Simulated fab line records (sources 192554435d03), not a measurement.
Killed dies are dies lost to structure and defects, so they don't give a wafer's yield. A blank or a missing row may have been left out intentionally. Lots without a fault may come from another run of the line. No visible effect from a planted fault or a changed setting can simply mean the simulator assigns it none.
Chamber matching / flow n5_finfet / N5_MOL_CONTACT_COAG_ETCHBACK_136 on rie_diel-05: 4 sister chambers
The step etches SiO2 in CHF3, target depth 25 nm, time 16.7 s. 4 wafers are shown with their chamber, then 7 later ones without.

WAFERS WITH THEIR CHAMBER
wafer=L080.1; chamber=0; showerhead_plenum_p_Torr (Torr)=2.49
wafer=L080.2; chamber=2; showerhead_plenum_p_Torr (Torr)=2.47
wafer=L080.4; chamber=3; showerhead_plenum_p_Torr (Torr)=2.36
wafer=L089.5; chamber=1; showerhead_plenum_p_Torr (Torr)=2.33

WAFERS MISSING THEIR CHAMBER
wafer=L089.6; showerhead_plenum_p_Torr (Torr)=2.49
wafer=L090.3; showerhead_plenum_p_Torr (Torr)=2.46
wafer=L090.4; showerhead_plenum_p_Torr (Torr)=2.33
wafer=L090.6; showerhead_plenum_p_Torr (Torr)=2.46
wafer=L096.3; showerhead_plenum_p_Torr (Torr)=2.33
wafer=L096.5; showerhead_plenum_p_Torr (Torr)=2.48
wafer=L096.6; showerhead_plenum_p_Torr (Torr)=2.35

WHICH CHAMBER EACH WENT THROUGH
wafer=L089.6; from the rows above=0; in truth=0
wafer=L090.3; from the rows above=2; in truth=2
wafer=L090.4; from the rows above=1; in truth=1
wafer=L090.6; from the rows above=2; in truth=2
wafer=L096.3; from the rows above=1; in truth=1
wafer=L096.5; from the rows above=can't be placed: 2 or 0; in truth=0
wafer=L096.6; from the rows above=can't be placed: 3 or 1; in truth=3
Placed correctly: 5 of 7. From these rows, 2 cannot be placed; in 2 the true chamber is one of the candidates. Placed wrongly: 0.
How it was worked out, from the rows above alone: a wafer's distance from a chamber is the root of the sum, over the readings, of the square of ((its reading less the chamber's mean) divided by the reading's scatter). If the next closest chamber is less than 2 further off than the closest, the wafer can't be placed; otherwise it belongs to the closest. For every chamber, the mean is computed from those of its wafers that are shown. The scatter: root of mean squared gap, hidden wafer to nearest shown wafer, with one shown wafer a chamber.
